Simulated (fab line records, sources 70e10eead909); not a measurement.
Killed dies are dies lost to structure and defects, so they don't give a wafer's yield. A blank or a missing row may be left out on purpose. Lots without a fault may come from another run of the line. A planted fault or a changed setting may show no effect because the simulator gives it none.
Chamber matching | flow nand_harc | NHARC_P_M0_STRIP_18 on rie_diel-06: 4 sister chambers
The step strips in N2/H2. 4 wafers are shown with their chamber, then 9 later ones without.

WAFERS WITH THEIR CHAMBER
wafer  | chamber | drypump_motor_current_A (A)
L103.3 | 3       | 5.1
L103.6 | 2       | 5.8
L105.5 | 0       | 5.8
L105.6 | 1       | 5.2

WAFERS WITHOUT THEIR CHAMBER
wafer  | drypump_motor_current_A (A)
L106.4 | 5.9
L106.5 | 5.7
L106.6 | 5.2
L107.1 | 5.8
L107.4 | 5.8
L107.5 | 5.1
L109.1 | 5.1
L109.3 | 5.8
L109.5 | 5.2

WHICH CHAMBER EACH WENT THROUGH
wafer  | from the rows above     | in truth
L106.4 | can't be placed: 0 or 2 | 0
L106.5 | can't be placed: 0 or 2 | 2
L106.6 | 1                       | 1
L107.1 | can't be placed: 0 or 2 | 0
L107.4 | can't be placed: 0 or 2 | 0
L107.5 | 3                       | 3
L109.1 | 3                       | 3
L109.3 | can't be placed: 0 or 2 | 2
L109.5 | 1                       | 1
Placed correctly: 4 of 9. Can't be placed from these rows: 5 (the true chamber is among the candidates in 5). Placed wrongly: 0.
How it was worked out, from the rows above alone: a wafer's distance from a chamber is the root of the sum, over the readings, of the square of ((its reading less the chamber's mean) divided by the reading's scatter). The wafer belongs to the nearest chamber; if the next one is less than 2 further off, it can't be placed. A chamber's mean is the mean of its shown wafers. The scatter: with one shown wafer a chamber, the root of the mean of the squares of how far each hidden wafer lies from its nearest shown one.
